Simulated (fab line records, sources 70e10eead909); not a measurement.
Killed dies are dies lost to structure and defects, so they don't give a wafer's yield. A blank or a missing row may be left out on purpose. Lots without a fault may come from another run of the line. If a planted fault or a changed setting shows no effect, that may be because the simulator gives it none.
Matching of chambers    flow nand_harc    4 sister chambers for NHARC_P_M0_ETCH_34 on rie_diel-07
The step etches the open film in N2/H2, target depth 40 nm, overetch 12 nm, time 43.94 s. 18 wafers are shown with their chamber, then 9 later ones without.

== WAFERS WITH THEIR CHAMBER ==
wafer   chamber  drypump_motor_current_A (A)  rf_vpp_V (V)  oes_product_au (a.u.)
L075.1  0        5.2                          427.2         1.019
L075.2  1        5.5                          434.5         0.999
L075.3  3        6.4                          433.8         0.983
L076.2  3        6.5                          434.0         0.992
L076.3  2        5.0                          434.1         1.012
L076.6  0        5.2                          425.4         1.023
L079.3  1        5.6                          434.0         0.985
L079.4  1        5.6                          434.5         0.982
L079.6  3        6.5                          435.1         0.980
L083.4  1        5.6                          433.7         1.006
L083.5  2        5.0                          434.4         1.028
L083.6  1        5.6                          432.9         0.999
L087.1  0        5.2                          426.8         1.014
L087.5  1        5.6                          434.2         0.999
L087.6  0        5.2                          427.8         1.022
L086.2  0        5.2                          427.0         1.011
L086.3  2        4.9                          434.1         1.021
L086.5  2        4.9                          434.6         1.019

SIGNATURES (averages over the wafers above)
reading                  chamber 0  chamber 1  chamber 2  chamber 3  scatter within a chamber
drypump_motor_current_A  5.200      5.583      4.950      6.467      0.0423
rf_vpp_V                 426.840    433.967    434.300    434.300    0.663
oes_product_au           1.01780    0.99500    1.02000    0.98500    0.00733
Rule: for a wafer and a chamber, the distance is found by dividing, reading by reading, the gap between the wafer's reading and the chamber's mean by the reading's scatter, squaring, summing and taking the root. If the next closest chamber is less than 2 further off than the closest, the wafer can't be placed; otherwise it belongs to the closest. The scatter is the square root of a quotient: the sum, over the shown wafers, of each reading's squared deviation from its chamber's mean, divided by wafers minus chambers.

== WAFERS WHOSE CHAMBER IS MISSING ==
wafer   drypump_motor_current_A (A)  rf_vpp_V (V)  oes_product_au (a.u.)
L089.1  5.2                          426.7         1.009
L089.3  5.6                          435.5         1.000
L089.4  5.0                          433.5         1.015
L092.4  5.2                          428.4         1.016
L092.5  5.6                          434.1         1.002
L092.6  5.2                          426.2         1.022
L097.1  5.2                          426.2         0.999
L097.4  5.6                          433.4         1.006
L097.5  5.2                          426.3         1.005

== WHICH CHAMBER EACH WENT THROUGH ==
wafer   from the rows above  in truth
L089.1  0                    0
L089.3  1                    1
L089.4  2                    2
L092.4  0                    0
L092.5  1                    1
L092.6  0                    0
L097.1  0                    0
L097.4  1                    1
L097.5  0                    0
Correct placement for 9 of the 9. Number that these rows cannot place: 0. Number placed wrongly: 0.
